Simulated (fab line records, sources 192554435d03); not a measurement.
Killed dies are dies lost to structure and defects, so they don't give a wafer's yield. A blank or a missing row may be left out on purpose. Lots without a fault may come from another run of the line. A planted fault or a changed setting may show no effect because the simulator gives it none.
fab line records | flow n5_finfet
record lots=5 wafers=15 last_day=19
route steps=1938 shown BEOL_M11@1580 BEOL_M12@1602
lots that met no fault: from a run of the same line without faults
start_h: hours from the record's first day to the start of the lot's first wafer shown | wait_h: hours since the lot's step before | " the same as in the row above | L1.1+2: a row that stands for several wafers | - no value, or no start given | * or withheld: withheld | < > ~ a bound
route shown NAME@n: a module of which the file shows steps, and the number in the route of the first | usual: mean/standard deviation of fault-free wafers | same: alike in all rows | chamber/n: place in a boat | sites: the reading at each site | _std_site: their standard deviation | _edge_site: outer sites' mean less inner sites' | radius_mm: how far each site lies from the wafer's centre | mask NAME#n: copy n | behind: the tool/chamber that last shaped the wafer | hold: why the lot was held/for how many hours/how that ended | device: the transistor (n, p or np) that didn't switch | end of line: the same wafers' tests at the end of the route | a step without rows: its recipe alone | killed: dies lost to structure and defects at the first sort, not the wafer's yield | map: a wafer's dies, x killed, . not, _ none there
set.NAME: the setting as run; set.NAME@STEP: as run at that earlier step | model.NAME: the simulator's own value behind a step, which no gauge read
lots at some steps of the route; a table a step, a row a wafer
services: from which hour (start_h, from the record's first day; less than 0 if before it) a tool's chamber was out of use, for how many hours, and why
## steps
# step N5_BEOL_M11_STRIP_77
# recipe chemistry=N2/H2 time_s=10 power_w=450 temp_c=40 pressure_mtorr=20 rf_frequency_hz=6e+07 bias_power_w=7 n2_flow_sccm=200 h2_flow_sccm=200
# usual drypump_motor_current_A=5.6/0.36 oes_product_au=0.79/0.075 rf_vpp_V=59.4/0.76 showerhead_plenum_p_Torr=2.58/0.086 throttle_valve_pct=23.8/0.32
# columns lot.wafer tool chamber start_h wait_h drypump_motor_current_A oes_product_au rf_hours_counter_h rf_vpp_V showerhead_plenum_p_Torr throttle_valve_pct
L080.1 rie_diel-02 0 - - 5.5 0.77 129 58.4 2.56 24.0
L080.5 " 0 " " 5.6 0.76 - 59.8 2.56 24.0
L080.6 " 3 " " 5.8 0.87 - 60.2 2.71 23.5
L088.2 rie_diel-02 0 - - 5.6 0.75 145 60.2 2.56 24.0
L088.3 " 3 " " 5.7 0.85 49 60.5 2.70 23.5
L088.6 " 1 " " 6.1 0.83 - 58.6 2.56 24.1
L094.1 rie_diel-05 3 - - 5.4 0.70 228 58.8 2.39 23.4
L094.2 " 1 " " 6.2 0.75 139 59.8 2.56 24.4
L094.3 " 0 " " 4.9 0.87 46 59.8 2.60 24.5
L097.2 rie_diel-04 3 - - 5.3 0.90 28 59.2 2.50 23.8
L097.4 " 0 " " 5.4 1.01 1 59.8 2.61 23.1
L097.5 " 3 " " 5.4 0.89 - 59.7 2.50 23.8
L096.2 rie_diel-02 3 - - 5.7 0.83 75 59.4 2.69 23.6
L096.5 " 3 " " 5.7 0.84 - 59.4 2.69 23.6
L096.6 " 2 " " 5.7 0.70 - 60.7 2.62 23.7
# step N5_BEOL_M11_OCD_MEAS_38
# usual trench_depth_nm=149.1/2.7
# columns lot.wafer tool chamber start_h wait_h trench_depth_nm
L080.1 ocd-02 - 264.14 - 147.4
L080.5 " - " " 148.2
L080.6 " - " " 149.1
L088.2 ocd-01 - 320.03 - 147.2
L088.3 " - " " 149.1
L088.6 " - " " 151.4
L094.1 ocd-01 - 369.34 - 144.6
L094.2 " - " " 146.8
L094.3 " - " " 148.5
L097.2 ocd-02 - 389.68 - 149.4
L097.4 " - " " 151.1
L097.5 " - " " 148.6
L096.2 ocd-01 - 409.08 - 153.3
L096.5 " - " " 152.0
L096.6 " - " " 153.2
# step N5_BEOL_M11_HM_STRIP_39
# recipe chemistry=peroxide_tin_strip material=TiN target_depth_a=250 temp_c=50 time_s=158
# columns lot.wafer tool chamber start_h wait_h
L080.1+5+6 wet_bench-03 6,2,4 264.17 0.0
L088.2+3+6 wet_bench-02 7,0,4 320.06 0.0
L094.1+2+3 wet_bench-05 4,7,3 369.37 0.0
L097.2+4+5 wet_bench-02 4,6,0 389.71 0.0
L096.2+5+6 wet_bench-03 7,5,1 409.17 0.1
# step N5_BEOL_M11_SRD_40
# recipe time_s=30 temp_c=23 rinse_liquid=diw dry=ipa_marangoni
# columns lot.wafer tool chamber start_h wait_h
L080.1+5+6 wet_bench-03 6,2,4 264.22 0.0
L088.2+3+6 wet_bench-02 7,0,4 320.15 0.0
L094.1+2+3 wet_bench-05 4,7,3 369.42 0.0
L097.2+4+5 wet_bench-02 4,6,0 389.76 0.0
L096.2+5+6 wet_bench-03 7,5,1 409.22 0.0
# step N5_BEOL_M11_PRECLEAN_42
# recipe chemistry=residue_remover time_s=60 temp_c=40
# columns lot.wafer tool chamber start_h wait_h
L080.1+5+6 wet_bench-03 6,2,4 264.24 0.0
L088.2+3+6 wet_bench-02 7,0,4 320.19 0.0
L094.1+2+3 wet_bench-05 4,7,3 369.44 0.0
L097.2+4+5 wet_bench-02 4,6,0 389.78 0.0
L096.2+5+6 wet_bench-03 7,5,1 409.24 0.0
# step N5_BEOL_M11_SRD_43
# recipe time_s=30 temp_c=23 rinse_liquid=diw dry=ipa_marangoni
# columns lot.wafer tool chamber start_h wait_h
L080.1+5+6 wet_bench-03 6,2,4 264.26 0.0
L088.2+3+6 wet_bench-02 7,0,4 320.22 0.0
L094.1+2+3 wet_bench-05 4,7,3 369.45 0.0
L097.2+4+5 wet_bench-02 4,6,0 389.79 0.0
L096.2+5+6 wet_bench-03 7,5,1 409.25 0.0
# step N5_BEOL_M11_CD_MEAS_35
# recipe target_cd_nm=70 polarity=opening
# usual cd_nm=70.1/0.66
# columns lot.wafer tool chamber start_h wait_h cd_nm
L080.1 cd_sem-02 - 264.30 0.0 70.7
L080.5 " - " " 70.1
L080.6 " - " " 69.7
L088.2 cd_sem-03 - 320.28 0.0 69.7
L088.3 " - " " 70.1
L088.6 " - " " 69.2
L094.1 cd_sem-03 - 369.49 0.0 70.1
L094.2 " - " " 69.9
L094.3 " - " " 69.7
L097.2 cd_sem-03 - 389.84 0.0 69.2
L097.4 " - " " 69.9
L097.5 " - " " 70.1
L096.2 cd_sem-03 - 409.29 0.0 69.6
L096.5 " - " " 69.9
L096.6 " - " " 69.5
# step N5_BEOL_M11_CURE_72
# recipe temp_c=370 time_s=120 ambient=DMADMS/He material=SiCOH_lowk
# usual lamp_power_pct=52.31/0.051 wafer_temp_C_max=371.8/0.65
# columns lot.wafer tool chamber start_h wait_h lamp_power_pct wafer_temp_C_max
L080.1 uv_cure-01 0 264.52 0.2 52.38 371.9
L080.5 " 0 " " 52.34 371.5
L080.6 " 0 " " 52.28 371.7
L088.2 uv_cure-02 2 320.37 0.1 52.25 370.7
L088.3 " 2 " " 52.33 371.3
L088.6 " 2 " " 52.31 371.4
L094.1 uv_cure-02 0 369.54 0.0 52.31 372.3
L094.2 " 0 " " 52.39 372.1
L094.3 " 0 " " 52.26 372.1
L097.2 uv_cure-03 2 389.95 0.1 52.37 373.3
L097.4 " 2 " " 52.38 372.7
L097.5 " 2 " " 52.25 372.2
L096.2 uv_cure-03 1 409.38 0.1 52.39 371.6
L096.5 " 1 " " 52.37 371.7
L096.6 " 1 " " 52.28 372.2
# step N5_BEOL_M11_DEGAS_44
# recipe ambient=vacuum temp_c=250 time_s=60
# usual heater_power_w=322/25
# columns lot.wafer tool chamber start_h wait_h heater_power_w
L080.1 pvd_sputter-03 - 264.95 0.4 337
L080.5 " - " " 351
L080.6 " - " " 326
L088.2 pvd_sputter-02 - 321.02 0.6 307
L088.3 " - " " 333
L088.6 " - " " 338
L094.1 pvd_sputter-02 - 370.21 0.6 337
L094.2 " - " " 306
L094.3 " - " " 333
L097.2 pvd_sputter-03 - 390.31 0.3 335
L097.4 " - " " 270
L097.5 " - " " 344
L096.2 pvd_sputter-03 - 409.71 0.3 355
L096.5 " - " " 332
L096.6 " - " " 271
# step N5_BEOL_M11_PRE_CLEAN_45
# recipe gas=H2/He time_s=30 temp_c=250
# usual heater_power_w=321/25
# columns lot.wafer tool chamber start_h wait_h heater_power_w
L080.1 pvd_sputter-03 - 264.99 0.0 343
L080.5 " - " " 361
L080.6 " - " " 322
L088.2 pvd_sputter-02 - 321.06 0.0 301
L088.3 " - " " 338
L088.6 " - " " 337
L094.1 pvd_sputter-02 - 370.25 0.0 349
L094.2 " - " " 297
L094.3 " - " " 333
L097.2 pvd_sputter-03 - 390.35 0.0 344
L097.4 " - " " 268
L097.5 " - " " 344
L096.2 pvd_sputter-03 - 409.75 0.0 353
L096.5 " - " " 336
L096.6 " - " " 265
# step N5_BEOL_M11_ALD_74
# recipe material=TaN target_thk_a=20 temp_c=275 ald_precursor_family=PDMAT ald_co_reactant=NH3 pressure_torr=3 carrier_flow_sccm=1500 pulse_time_s=2 purge_time_s=3 co_reactant_purge_time_s=2 co_reactant_pulse_time_s=3 ald_cycles=40 precursor_vessel_temp_c=75 precursor_vessel_pressure_torr=26.25 precursor_vessel_carrier_sccm=1000
# usual heater_power_w=417/44
# columns lot.wafer tool chamber start_h wait_h heater_power_w
L080.1 ald_metal-03 3 265.07 0.1 405
L080.5 " 0 " " 389
L080.6 " 3 " " 394
L088.2 ald_metal-02 2 321.35 0.3 403
L088.3 " 0 " " 474
L088.6 " 3 " " 307
L094.1 ald_metal-03 1 370.31 0.0 447
L094.2 " 2 " " 444
L094.3 " 3 " " 401
L097.2 ald_metal-02 2 390.41 0.0 391
L097.4 " 0 " " 465
L097.5 " 2 " " 389
L096.2 ald_metal-04 0 409.81 0.0 464
L096.5 " 0 " " 463
L096.6 " 3 " " 364
# step N5_BEOL_M11_SURFACE_TREAT_76
# recipe gas=Ar time_s=* ion_energy_ev=* ion_current_ma_cm2=0.5 pressure_mtorr=* ar_flow_sccm=30
# usual throttle_valve_pct=*
# columns lot.wafer tool chamber start_h wait_h throttle_valve_pct
L080.1 pvd_sputter-01 - 265.41 0.2 *
L080.5 " - " " *
L080.6 " - " " *
L088.2 pvd_sputter-03 - 322.69 1.2 *
L088.3 " - " " *
L088.6 " - " " *
L094.1 pvd_sputter-01 - 370.63 0.2 *
L094.2 " - " " *
L094.3 " - " " *
L097.2 pvd_sputter-03 - 390.76 0.2 *
L097.4 " - " " *
L097.5 " - " " *
L096.2 pvd_sputter-03 - 410.17 0.2 *
L096.5 " - " " *
L096.6 " - " " *
# step N5_BEOL_M11_CVD_75
# recipe material=Co target_thk_a=20 temp_c=withheld precursor=CCTBA/H2 pressure_torr=30 time_s=138.9
# columns lot.wafer tool chamber start_h wait_h
L080.1+5+6 cvd_co-02 0,2,1 265.70 0.3
L088.2+3+6 cvd_co-01 1,0,0 322.77 0.1
L094.1+2+3 cvd_co-01 1,2,0 370.71 0.1
L097.2+4+5 cvd_co-01 0,1,0 391.05 0.3
L096.2+5+6 cvd_co-01 2,1,2 410.33 0.1
# step N5_BEOL_M11_SPUTTER_48
# recipe material=Cu target_thk_a=120 temp_c=-20 bias_v=60 power_w=26000 chamber_pressure_pa=0.13 time_s=2
# usual throttle_valve_pct=29.3/1.2
# columns lot.wafer tool chamber start_h wait_h throttle_valve_pct
L080.1 pvd_sputter-01 - 265.99 0.2 31.2
L080.5 " - " " 29.6
L080.6 " - " " 29.2
L088.2 pvd_sputter-03 - 323.01 0.2 27.5
L088.3 " - " " 30.8
L088.6 " - " " 27.3
L094.1 pvd_sputter-02 - 370.85 0.1 29.8
L094.2 " - " " 29.9
L094.3 " - " " 31.5
L097.2 pvd_sputter-03 - 392.80 1.7 29.0
L097.4 " - " " 30.6
L097.5 " - " " 29.0
L096.2 pvd_sputter-03 - 410.45 0.1 27.5
L096.5 " - " " 27.9
L096.6 " - " " 27.3
# step N5_BEOL_M11_ECD_50
# recipe material=Cu target_thk_a=3180
# columns lot.wafer tool chamber start_h wait_h
L080.1+5+6 ecd_cu-01 1,1,0 266.11 0.1
L088.2+3+6 ecd_cu-02 1,0,1 323.12 0.1
L094.1+2+3 ecd_cu-01 0,1,0 370.96 0.1
L097.2+4+5 ecd_cu-01 0 392.92 0.1
L096.2+5+6 ecd_cu-01 0,1,0 410.57 0.1
# step N5_BEOL_M11_ANNEAL_51
# recipe temp_c=225 time_s=90 ambient=N2
# usual wafer_temp_C_max=225.89/0.24
# columns lot.wafer tool chamber start_h wait_h wafer_temp_C_max
L080.1 rtp_anneal-02 0 266.22 0.1 225.54
L080.5 " 0 " " 226.00
L080.6 " 0 " " 225.84
L088.2 rtp_anneal-02 0 323.28 0.1 225.94
L088.3 " 0 " " 225.83
L088.6 " 0 " " 225.63
L094.1 rtp_anneal-02 0 371.07 0.1 225.57
L094.2 " 0 " " 226.06
L094.3 " 0 " " 225.90
L097.2 rtp_anneal-01 0 393.17 0.2 225.77
L097.4 " 0 " " 225.87
L097.5 " 0 " " 226.18
L096.2 rtp_anneal-01 0 411.68 1.1 225.77
L096.5 " 0 " " 226.19
L096.6 " 0 " " 226.01
# step N5_BEOL_M11_CMP_52
# recipe stop_on=SiCOH_lowk t_overpolish_s=7 down_force_psi=1 platen_rpm=50 clearing_platen_down_force_psi=1.5 clearing_platen_rpm=50 post_cmp_clean=cu_alkaline target_thk_nm=140 clearing_platen_pad_velocity_m_s=0.99484 pad_velocity_m_s=0.99484
# usual barrier_field_endpoint_s=28.6/0.92 edge_zone_pressure_frac=1.001/0.0052 motor_current_A=5.7/0.6 overpolish_run_s=7.000/0.0085 time_to_endpoint_s=66/4
# columns lot.wafer tool chamber start_h wait_h barrier_field_endpoint_s edge_zone_pressure_frac motor_current_A overpolish_run_s time_to_endpoint_s
L080.1 cmp-01 2 266.64 0.4 28.8 0.998 6.2 6.995 67
L080.5 " 3 " " 28.4 1.009 6.2 7.008 67
L080.6 " 0 " " 30.1 0.998 5.9 6.999 69
L088.2 cmp-03 3 323.57 0.2 28.5 0.994 5.6 6.998 66
L088.3 " 0 " " 27.2 1.001 6.7 6.990 58
L088.6 " 2 " " 29.6 1.006 5.8 6.985 68
L094.2 cmp-02 2 371.37 0.2 29.5 1.006 6.9 6.999 69
L094.3 " 3 " " 29.8 0.999 6.6 6.991 70
L094.1 " 0 " " 30.1 0.996 5.2 7.001 70
L097.4 cmp-03 2 393.46 0.2 29.1 0.999 5.6 6.993 69
L097.2 " 3 " " 28.2 0.999 5.4 7.006 65
L097.5 " 1 " " 27.9 1.001 4.9 7.008 62
L096.2 cmp-03 1 411.97 0.2 29.0 0.996 4.9 7.001 66
L096.6 " 0 " " 27.7 0.999 6.4 7.001 59
L096.5 " 1 " " 29.0 0.997 4.9 6.997 63
# step N5_BEOL_M11_THK_MEAS_53
# recipe thk_meas_gauge=xrf reads=Cu_of_BEOL_M11_ECD_50
# usual M11_THK=138/3.2
# columns lot.wafer tool chamber start_h wait_h M11_THK[nm]
L080.1 film_metro-01 - 266.82 - 137
L080.5 " - " " 138
L080.6 " - " " 139
L088.2 film_metro-02 - 323.82 - 134
L088.3 " - " " 135
L088.6 " - " " 140
L094.1 film_metro-02 - 371.66 - 137
L094.2 " - " " 139
L094.3 " - " " 140
L097.2 film_metro-02 - 393.72 - 136
L097.4 " - " " 140
L097.5 " - " " 135
L096.2 film_metro-01 - 412.23 - 141
L096.5 " - " " 142
L096.6 " - " " 140
# step N5_BEOL_M11_PRE_CLEAN_55
# recipe gas=NH3 time_s=15 temp_c=withheld rf_power_w=300
# columns lot.wafer tool chamber start_h wait_h
L080.1+5+6 pecvd-02 1,0,1 266.86 0.0
L088.2+3+6 pecvd-02 2,1,0 323.86 0.0
L094.1+2+3 pecvd-02 2,0,1 371.70 0.0
L097.2+4+5 pecvd-02 0,1,0 393.75 0.0
L096.2+5+6 pecvd-04 2,1,0 412.27 0.0
# step N5_BEOL_M11_DEP_56
# recipe material=SiCN target_thk_a=300 temp_c=withheld precursor=3MS/NH3 pressure_torr=3 rf_w=675 time_s=10.5
# usual showerhead_plenum_p_Torr=4.154/0.009 throttle_valve_pct=17.6/0.68
# columns lot.wafer tool chamber start_h wait_h showerhead_plenum_p_Torr throttle_valve_pct
L080.1 pecvd-02 1 266.88 0.0 4.143 18.0
L080.5 " 0 " " 4.148 18.2
L080.6 " 1 " " 4.148 18.0
L088.2 pecvd-02 2 323.89 0.0 4.161 16.9
L088.3 " 1 " " 4.148 18.0
L088.6 " 0 " " 4.148 18.4
L094.1 pecvd-02 2 371.73 0.0 4.156 17.4
L094.2 " 0 " " 4.145 18.2
L094.3 " 1 " " 4.149 17.9
L097.2 pecvd-02 0 393.78 0.0 4.159 18.6
L097.4 " 1 " " 4.152 17.8
L097.5 " 0 " " 4.154 18.3
L096.2 pecvd-04 2 412.29 0.0 4.152 17.6
L096.5 " 1 " " 4.154 17.4
L096.6 " 0 " " 4.157 18.1
# step N5_BEOL_M11_RS_MEAS_57
# recipe thk_meas_gauge=four-point-probe reads=Cu_of_BEOL_M11_ECD_50+Co_of_BEOL_M11_CVD_75+TaN_of_BEOL_M11_ALD_74
# usual M11_RS=0.151/0.0037
# columns lot.wafer tool chamber start_h wait_h M11_RS[ohm/sq]
L080.1 film_metro-01 - 266.95 0.0 0.153
L080.5 " - " " 0.152
L080.6 " - " " 0.150
L088.2 film_metro-02 - 323.95 0.0 0.155
L088.3 " - " " 0.154
L088.6 " - " " 0.148
L094.1 film_metro-01 - 371.79 0.0 0.153
L094.2 " - " " 0.150
L094.3 " - " " 0.149
L097.2 film_metro-01 - 393.84 0.0 0.150
L097.4 " - " " 0.146
L097.5 " - " " 0.153
L096.2 film_metro-01 - 412.35 0.0 0.147
L096.5 " - " " 0.147
L096.6 " - " " 0.148
# step N5_BEOL_M11_INSPECT_58
# recipe inspect_instrument=darkfield mode=post_dep
# usual raw_defect_count=65/22
# columns lot.wafer tool chamber start_h wait_h raw_defect_count
L080.1 defect_inspect-02 - 266.97 0.0 41
L080.5 " - " " 51
L080.6 " - " " 44
L088.2 defect_inspect-01 - 323.98 0.0 50
L088.3 " - " " 71
L088.6 " - " " 49
L094.1 defect_inspect-01 - 371.82 0.0 75
L094.2 " - " " 78
L094.3 " - " " 65
L097.2 defect_inspect-01 - 393.87 0.0 83
L097.4 " - " " 86
L097.5 " - " " 31
L096.2 defect_inspect-01 - 412.38 0.0 83
L096.5 " - " " 99
L096.6 " - " " 54
# step N5_BEOL_M12_ILD_DEP_00
# recipe material=SiOC target_thk_a=6589.2 temp_c=350 precursor=DEMS/O2 pressure_torr=5 rf_w=500 time_s=130.7
# usual heater_power_w=457/58 showerhead_plenum_p_Torr=5.693/0.016 throttle_valve_pct=11.7/0.52
# columns lot.wafer tool chamber start_h wait_h heater_power_w showerhead_plenum_p_Torr throttle_valve_pct
L080.1 pecvd-01 1 267.01 0.0 406 5.699 12.0
L080.5 " 2 " " 425 5.669 11.1
L080.6 " 1 " " 425 5.684 12.1
L088.2 pecvd-04 0 324.01 0.0 556 5.711 11.9
L088.3 " 2 " " 423 5.688 11.4
L088.6 " 2 " " 437 5.700 11.3
L094.1 pecvd-01 1 371.85 0.0 433 5.684 12.2
L094.2 " 2 " " 429 5.690 11.3
L094.3 " 1 " " 441 5.691 12.3
L097.2 pecvd-02 0 393.90 0.0 534 5.697 12.0
L097.4 " 2 " " 415 5.693 11.3
L097.5 " 0 " " 547 5.701 11.9
L096.2 pecvd-01 2 412.42 0.0 453 5.681 11.0
L096.5 " 2 " " 373 5.679 11.1
L096.6 " 0 " " 480 5.728 12.4
# step N5_BEOL_M12_THK_MEAS_01
# recipe reads=SiOC_of_BEOL_M12_ILD_DEP_00
# usual M12_ILD_THK=661/9.4
# columns lot.wafer tool chamber start_h wait_h M12_ILD_THK[nm]
L080.1 film_metro-02 - 267.14 0.1 659
L080.5 " - " " 667
L080.6 " - " " 666
L088.2 film_metro-02 - 324.14 0.1 661
L088.3 " - " " 661
L088.6 " - " " 665
L094.1 film_metro-01 - 372.03 0.1 645
L094.2 " - " " 648
L094.3 " - " " 655
L097.2 film_metro-02 - 394.04 0.1 653
L097.4 " - " " 674
L097.5 " - " " 664
L096.2 film_metro-02 - 412.60 0.1 648
L096.5 " - " " 656
L096.6 " - " " 650
# step N5_BEOL_M12_COAT_58
# recipe resist=BARC temp_c=205 time_s=60 spin_rpm=1500 resist_thk_nm=89
# usual plate_temp_C=205.02/0.16
# columns lot.wafer tool chamber start_h wait_h plate_temp_C
L080.1 litho_track-02 0 267.17 0.0 205.12
L080.5 " 0 " " 204.94
L080.6 " 0 " " 205.06
L088.2 litho_track-05 0 324.18 0.0 205.09
L088.3 " 0 " " 205.10
L088.6 " 0 " " 205.19
L094.1 litho_track-03 0 372.07 0.0 205.23
L094.2 " 0 " " 205.23
L094.3 " 0 " " 205.08
L097.2 litho_track-03 0 394.07 0.0 205.35
L097.4 " 0 " " 205.12
L097.5 " 0 " " 205.00
L096.2 litho_track-05 0 412.63 0.0 205.02
L096.5 " 0 " " 205.24
L096.6 " 0 " " 204.91
# step N5_BEOL_M12_COAT_04
# recipe spin_rpm=1625 resist_thk_nm=400
# columns lot.wafer tool chamber start_h wait_h
L080.1+5+6 litho_track-02 0 - -
L088.2+3+6 litho_track-05 0 - -
L094.1+2+3 litho_track-03 0 - -
L097.2+4+5 litho_track-03 0 - -
L096.2+5+6 litho_track-05 0 - -
# step N5_BEOL_M12_EBR_06
# recipe solvent=PGMEA ebr_width_mm=1.5
# columns lot.wafer tool chamber start_h wait_h
L080.1+5+6 litho_track-02 0 - -
L088.2+3+6 litho_track-05 0 - -
L094.1+2+3 litho_track-03 0 - -
L097.2+4+5 litho_track-03 0 - -
L096.2+5+6 litho_track-05 0 - -
# step N5_BEOL_M12_SOFTBAKE_05
# recipe temp_c=130 time_s=60
# usual plate_temp_C=130.03/0.15
# columns lot.wafer tool chamber start_h wait_h plate_temp_C
L080.1 litho_track-02 0 - - 130.04
L080.5 " 0 " " 129.84
L080.6 " 0 " " 129.81
L088.2 litho_track-05 0 - - 130.02
L088.3 " 0 " " 130.07
L088.6 " 0 " " 130.18
L094.1 litho_track-03 0 - - 129.83
L094.2 " 0 " " 130.20
L094.3 " 0 " " 130.06
L097.2 litho_track-03 0 - - 130.22
L097.4 " 0 " " 130.05
L097.5 " 0 " " 129.96
L096.2 litho_track-05 0 - - 129.99
L096.5 " 0 " " 129.92
L096.6 " 0 " " 129.99
# step N5_BEOL_M12_EXPOSE_07
# recipe mask_id=V11 na=0.93 source_shape=conventional sigma_outer=0.6 polarization=unpolarized attpsm_phase_deg=180 dose_mj=32.5
# usual reticle_temp_C=23.04/0.086
# columns lot.wafer tool chamber start_h wait_h mask reticle_temp_C
L080.1 krf_scanner-01 0 267.27 - V11#0 23.07
L080.5 " 0 " " V11#0 23.11
L080.6 " 0 " " V11#0 23.04
L088.2 krf_scanner-02 0 324.41 - V11#0 22.87
L088.3 " 0 " " V11#0 23.11
L088.6 " 0 " " V11#0 22.95
L094.1 krf_scanner-02 0 372.29 - V11#0 23.00
L094.2 " 0 " " V11#0 23.22
L094.3 " 0 " " V11#0 23.08
L097.2 krf_scanner-01 0 394.17 - V11#0 23.00
L097.4 " 0 " " V11#0 23.14
L097.5 " 0 " " V11#0 23.14
L096.2 krf_scanner-02 0 412.86 - V11#0 22.95
L096.5 " 0 " " V11#0 22.99
L096.6 " 0 " " V11#0 22.99
# step N5_BEOL_M12_PEB_08
# recipe peb_temp_c=130 peb_time_s=90
# usual plate_temp_C=129.99/0.14
# columns lot.wafer tool chamber start_h wait_h plate_temp_C
L080.1 litho_track-05 0 267.33 0.1 129.93
L080.5 " 0 " " 129.89
L080.6 " 0 " " 130.04
L088.2 litho_track-05 0 324.46 0.0 130.15
L088.3 " 0 " " 129.87
L088.6 " 0 " " 130.30
L094.1 litho_track-03 0 372.35 0.1 129.96
L094.2 " 0 " " 130.15
L094.3 " 0 " " 129.89
L097.2 litho_track-03 0 394.22 0.0 129.81
L097.4 " 0 " " 129.80
L097.5 " 0 " " 129.81
L096.2 litho_track-02 0 412.91 0.0 129.92
L096.5 " 0 " " 130.25
L096.6 " 0 " " 129.92
# step N5_BEOL_M12_DEVELOP_09
# recipe develop_time_s=45 rinse_liquid=diw dry=air_spin dev_temp_c=21
# columns lot.wafer tool chamber start_h wait_h
L080.1+5+6 litho_track-05 0 - -
L088.2+3+6 litho_track-05 0 - -
L094.1+2+3 litho_track-03 0 - -
L097.2+4+5 litho_track-03 0 - -
L096.2+5+6 litho_track-02 0 - -
# step N5_BEOL_M12_HARDBAKE_14
# recipe temp_c=130 time_s=120
# usual plate_temp_C=130.00/0.15
# columns lot.wafer tool chamber start_h wait_h plate_temp_C
L080.1 litho_track-05 0 - - 130.08
L080.5 " 0 " " 130.49
L080.6 " 0 " " 130.19
L088.2 litho_track-05 0 - - 130.03
L088.3 " 0 " " 130.05
L088.6 " 0 " " 130.21
L094.1 litho_track-03 0 - - 129.99
L094.2 " 0 " " 129.95
L094.3 " 0 " " 130.00
L097.2 litho_track-03 0 - - 130.04
L097.4 " 0 " " 130.20
L097.5 " 0 " " 130.22
L096.2 litho_track-02 0 - - 130.05
L096.5 " 0 " " 129.91
L096.6 " 0 " " 129.91
# step N5_BEOL_M12_CD_MEAS_10
# recipe target_cd_nm=140 landing_energy_ev=500 detector=se_inlens polarity=opening
# usual cd_nm=140.3/1.8
# columns lot.wafer tool chamber start_h wait_h cd_nm
L080.1 cd_sem-03 0 267.44 - 141.1
L080.5 " 0 " " 140.1
L080.6 " 0 " " 140.3
L088.2 cd_sem-01 0 324.57 - 142.0
L088.3 " 0 " " 138.3
L088.6 " 0 " " 142.4
L094.1 cd_sem-01 0 372.46 - 137.5
L094.2 " 0 " " 139.9
L094.3 " 0 " " 139.2
L097.2 cd_sem-02 0 394.34 - 142.3
L097.4 " 0 " " 143.4
L097.5 " 0 " " 136.6
L096.2 cd_sem-02 0 413.03 - 141.6
L096.5 " 0 " " 141.1
L096.6 " 0 " " 141.1
# step N5_BEOL_M12_OVL_MEAS_11
# recipe points_per_wafer=44
# usual V11_OVL=0/6.4
# same points_per_wafer=44
# columns lot.wafer tool chamber start_h wait_h V11_OVL[nm]
L080.1 overlay-01 0 267.47 0.0 -5
L080.5 " 0 " " -7
L080.6 " 0 " " 10
L088.2 overlay-01 0 324.60 0.0 5
L088.3 " 0 " " -7
L088.6 " 0 " " -1
L094.1 overlay-01 0 372.49 0.0 0
L094.2 " 0 " " 2
L094.3 " 0 " " 0
L097.2 overlay-01 0 394.37 0.0 6
L097.4 " 0 " " 5
L097.5 " 0 " " -10
L096.2 overlay-02 0 413.06 0.0 -8
L096.5 " 0 " " 0
L096.6 " 0 " " -5
# step N5_BEOL_M12_INSPECT_12
# recipe mode=adi inspect_instrument=macro
# usual raw_defect_count=2.1/1.5
# columns lot.wafer tool chamber start_h wait_h raw_defect_count
L080.1 defect_inspect-01 - 267.50 0.0 2
L080.5 " - " " 3
L080.6 " - " " 1
L088.2 defect_inspect-01 - 324.63 0.0 2
L088.3 " - " " 0
L088.6 " - " " 1
L094.1 defect_inspect-02 - 372.52 0.0 3
L094.2 " - " " 4
L094.3 " - " " 0
L097.2 defect_inspect-02 - 394.39 0.0 2
L097.4 " - " " 2
L097.5 " - " " 2
L096.2 defect_inspect-02 - 413.08 0.0 1
L096.5 " - " " 1
L096.6 " - " " 2
# step N5_BEOL_M12_DESCUM_15
# recipe chemistry=O2 time_s=7.9 source_power_w=50 bias_power_w=20 pressure_mtorr=20 rf_frequency_hz=2.712e+07 temp_c=40 o2_flow_sccm=225
# usual drypump_motor_current_A=5.6/0.31 oes_product_au=0.79/0.082 rf_vpp_V=243.5/1.2 showerhead_plenum_p_Torr=2.11/0.057 throttle_valve_pct=20.47/0.24
# columns lot.wafer tool chamber start_h wait_h drypump_motor_current_A oes_product_au rf_hours_counter_h rf_vpp_V showerhead_plenum_p_Torr throttle_valve_pct
L080.1 rie_diel-06 3 267.53 0.0 5.1 0.69 203 244.0 2.18 20.97
L080.5 " 2 " " 5.5 0.79 - 243.1 2.09 20.39
L080.6 " 0 " " 5.9 0.81 - 241.7 2.00 20.08
L088.2 rie_diel-01 3 324.93 0.3 5.5 0.81 97 242.4 2.02 20.09
L088.3 " 2 " " 5.7 0.91 23 243.7 2.16 20.58
L088.6 " 0 " " 5.7 0.79 - 245.1 2.20 20.16
L094.1 rie_diel-01 3 372.55 0.0 5.5 0.80 111 241.4 2.01 20.11
L094.2 " 2 " " 5.7 0.86 39 244.0 2.15 20.62
L094.3 " 1 " " 5.5 0.70 246 244.6 2.15 20.66
L097.2 rie_diel-01 0 394.43 0.0 5.7 0.77 137 245.0 2.19 20.19
L097.4 " 0 " " 5.7 0.77 - 244.5 2.19 20.19
L097.5 " 2 " " 5.7 0.87 - 242.0 2.15 20.62
L096.2 rie_diel-01 1 413.11 0.0 5.5 0.91 6 244.2 2.14 20.31
L096.5 " 0 " " 5.7 0.76 - 245.2 2.19 20.19
L096.6 " 3 " " 5.5 0.78 - 241.2 2.01 20.13
## services
# columns tool chamber start_h hours kind
krf_scanner-02 - 246.83 1.0 pm
cvd_co-01 - 253.77 3.2 repair
ecd_cu-01 - 257.24 0.3 repair
krf_scanner-02 - 266.71 1.3 pm
uv_cure-02 - 267.70 6.0 pm
cmp-03 - 273.17 2.1 repair
wet_bench-03 - 274.65 14.5 repair
cvd_co-01 0 275.61 34.9 repair
pecvd-04 - 285.39 1.9 repair
pecvd-01 - 286.63 6.0 pm
krf_scanner-02 - 289.73 0.8 pm
rie_diel-02 3 294.20 9.6 repair
pvd_sputter-02 - 302.85 7.1 repair
cmp-03 - 303.06 0.2 repair
pecvd-02 - 309.21 0.3 repair
pecvd-02 2 319.24 2.2 repair
pvd_sputter-01 - 320.59 12.8 repair
cvd_co-01 - 333.53 0.4 repair
rie_diel-01 1 338.06 3.9 repair
rtp_anneal-02 - 361.38 4.8 pm
cmp-03 - 372.69 1.3 repair
rie_diel-02 0 375.55 2.3 repair
wet_bench-05 - 405.75 4.5 repair
pvd_sputter-02 - 406.65 1.3 repair
## key
fault none
